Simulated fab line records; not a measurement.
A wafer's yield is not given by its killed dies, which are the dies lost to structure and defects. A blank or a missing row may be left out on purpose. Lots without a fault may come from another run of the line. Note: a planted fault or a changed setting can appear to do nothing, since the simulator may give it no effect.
Which tool did it?	flow nand-harc	6 lots with 18 wafers sampled at 2 steps, on a route of 1159 steps

## WHAT THE GAUGES READ, wafer by wafer
NHARC_P_ZERO_WELL_CD_MEAS_24 targets a cd of 720 nm.
lot	measured	on	cd-nm (nm)
L742	day 2 08:29	cd-sem-01	719.1 719.9 720.8
L745	day 3 02:34	cd-sem-03	719.5 719.7 718.0
L748	day 3 20:28	cd-sem-02	719.7 718.9 717.1
L757	day 6 02:54	cd-sem-01	722.2 721.0 719.6
L759	day 6 14:47	cd-sem-02	718.9 720.1 719.7
L762	day 7 08:37	cd-sem-01	717.7 719.8 720.2

## EACH LOT AND THE TOOL THAT RAN IT (in order: tool; ch and the chambers of the sampled wafers; start)
lot	NHARC_P_ZERO_WELL_EXPOSE_21
L742	krf-scanner-04 ch 0, day 2 08:19
L745	krf-scanner-02 ch 0, day 3 02:25
L748	krf-scanner-03 ch 0, day 3 20:19
L757	krf-scanner-04 ch 0, day 6 02:44
L759	krf-scanner-04 ch 0, day 6 14:38
L762	krf-scanner-02 ch 0, day 7 08:28
- NHARC_P_ZERO_WELL_EXPOSE_21: exposes mask P NWELL, target cd 720 nm.

## THE ANSWER, worked out from the rows above alone
Rule: the lots themselves supply what counts as usual. Put in order of their means at a reading, lots are off if they are a third of the lots or fewer, leave a main group of 4 or more, and stand apart from it by a gap of 3 or more times the standard deviation of the main group's means; of several such gaps the widest counts. Not used: any main group whose means are identical at the precision the tables above print for the reading. Also off: a lot with no number at a reading for which 4 or more lots have one. Where the step has rows for the other lots, those lots are counted as sound.
Nothing can be told from this: no lot is off at any reading shown.

## WHAT THE SIMULATOR PUT IN
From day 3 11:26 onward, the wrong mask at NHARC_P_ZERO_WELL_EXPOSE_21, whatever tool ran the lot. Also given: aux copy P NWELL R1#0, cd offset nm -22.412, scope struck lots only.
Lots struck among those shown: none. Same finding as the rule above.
